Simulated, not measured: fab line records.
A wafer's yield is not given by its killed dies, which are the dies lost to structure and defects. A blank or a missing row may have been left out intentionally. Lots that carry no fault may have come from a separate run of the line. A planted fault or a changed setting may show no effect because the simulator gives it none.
Matching of chambers | flow nand harc | 3 sister chambers for NHARC_A_STAIRCASE_DEP_259 on pecvd-04
The step deposits SiON, target thk 30 nm. 22 wafers are shown with their chamber, then 11 later ones without.

## EACH WAFER AND ITS CHAMBER
wafer  | chamber | heater power w (W) | showerhead vpp V (V)
L074.3 | 0       | 815                | 1160
L074.4 | 2       | 710                | 1201
L074.6 | 0       | 821                | 1160
L076.1 | 2       | 690                | 1196
L076.4 | 0       | 818                | 1172
L076.6 | 2       | 722                | 1185
L079.1 | 1       | 649                | 1180
L079.4 | 2       | 626                | 1186
L079.5 | 1       | 654                | 1172
L080.3 | 0       | 809                | 1145
L080.4 | 2       | 653                | 1203
L080.5 | 0       | 808                | 1165
L084.1 | 1       | 703                | 1184
L084.3 | 2       | 611                | 1211
L084.6 | 2       | 611                | 1205
L085.1 | 2       | 605                | 1166
L085.2 | 1       | 793                | 1180
L085.5 | 1       | 773                | 1163
L087.2 | 0       | 793                | 1170
L087.3 | 2       | 642                | 1196
L087.5 | 1       | 756                | 1180
L089.2 | 2       | 636                | 1187

SIGNATURES (averages over the wafers above)
reading          | chamber 0 | chamber 1 | chamber 2 | scatter within a chamber
heater power w   | 810.67    | 721.33    | 650.60    | 43.5
showerhead vpp V | 1162.00   | 1176.50   | 1193.60   | 11
Rule: for each reading, subtract the chamber's mean from the wafer's reading, divide by that reading's scatter and square the result; add these up over the readings and take the root, which gives the wafer's distance from the chamber. If the next closest chamber is less than 2 further off than the closest, the wafer can't be placed; otherwise it belongs to the closest. The scatter: take each reading less its chamber's mean, square it, sum over the shown wafers, divide by the number of wafers less the number of chambers, and take the root.

## WAFERS WITHOUT THEIR CHAMBER
wafer  | heater power w (W) | showerhead vpp V (V)
L089.3 | 661                | 1167
L089.4 | 691                | 1175
L092.1 | 763                | 1150
L092.3 | 541                | 1177
L092.6 | 553                | 1185
L095.1 | 586                | 1196
L095.3 | 802                | 1185
L095.5 | 760                | 1177
L093.1 | 841                | 1149
L093.4 | 551                | 1198
L093.6 | 828                | 1176

## CHAMBER TAKEN BY EACH
wafer  | from the rows above          | in truth
L089.3 | can't be placed: 1 or 2 or 0 | 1
L089.4 | can't be placed: 1 or 2      | 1
L092.1 | can't be placed: 0 or 1      | 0
L092.3 | can't be placed: 2 or 1      | 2
L092.6 | can't be placed: 2 or 1      | 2
L095.1 | 2                            | 2
L095.3 | can't be placed: 1 or 0 or 2 | 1
L095.5 | can't be placed: 1 or 0      | 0
L093.1 | 0                            | 0
L093.4 | 2                            | 2
L093.6 | can't be placed: 0 or 1      | 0
Correct placement for 3 of the 11. From these rows, 8 cannot be placed; in 8 the true chamber is one of the candidates. Wrongly placed: 0.
